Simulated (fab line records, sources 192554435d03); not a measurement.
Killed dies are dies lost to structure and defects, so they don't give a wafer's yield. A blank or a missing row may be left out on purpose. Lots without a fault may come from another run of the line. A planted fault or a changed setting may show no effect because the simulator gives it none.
Chamber matching | flow n5_finfet | N5_BEOL_M10_CURE_71 on uv_cure-03: 3 sister chambers
The step cures SiCOH lowk, time 240 s. 3 wafers are shown with their chamber, then 10 later ones without.

WAFERS WITH THEIR CHAMBER
wafer  | chamber | wafer_temp_C_max
L078.3 | 2       | 386.9
L087.6 | 0       | 387.9
L091.5 | 1       | 386.2

WAFERS WITHOUT THEIR CHAMBER
wafer  | wafer_temp_C_max
L091.6 | 386.2
L094.2 | 387.1
L094.4 | 386.7
L094.6 | 387.4
L095.1 | 386.9
L095.2 | 386.8
L095.3 | 386.4
L095.4 | 387.4
L095.5 | 387.3
L095.6 | 386.0

WHICH CHAMBER EACH WENT THROUGH
wafer  | from the rows above     | in truth
L091.6 | 1                       | 1
L094.2 | 2                       | 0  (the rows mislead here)
L094.4 | can't be placed: 2 or 1 | 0
L094.6 | can't be placed: 0 or 2 | 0
L095.1 | 2                       | 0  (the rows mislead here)
L095.2 | can't be placed: 2 or 1 | 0
L095.3 | can't be placed: 1 or 2 | 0
L095.4 | can't be placed: 0 or 2 | 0
L095.5 | can't be placed: 2 or 0 | 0
L095.6 | 1                       | 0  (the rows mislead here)
Placed correctly: 1 of 10. Can't be placed from these rows: 6 (the true chamber is among the candidates in 3). Placed wrongly: 3.
How it was worked out, from the rows above alone: a wafer's distance from a chamber is the root of the sum, over the readings, of the square of ((its reading less the chamber's mean) divided by the reading's scatter). The wafer belongs to the nearest chamber; if the next one is less than 2 further off, it can't be placed. A chamber's mean is the mean of its shown wafers. The scatter: with one shown wafer a chamber, the root of the mean of the squares of how far each hidden wafer lies from its nearest shown one.
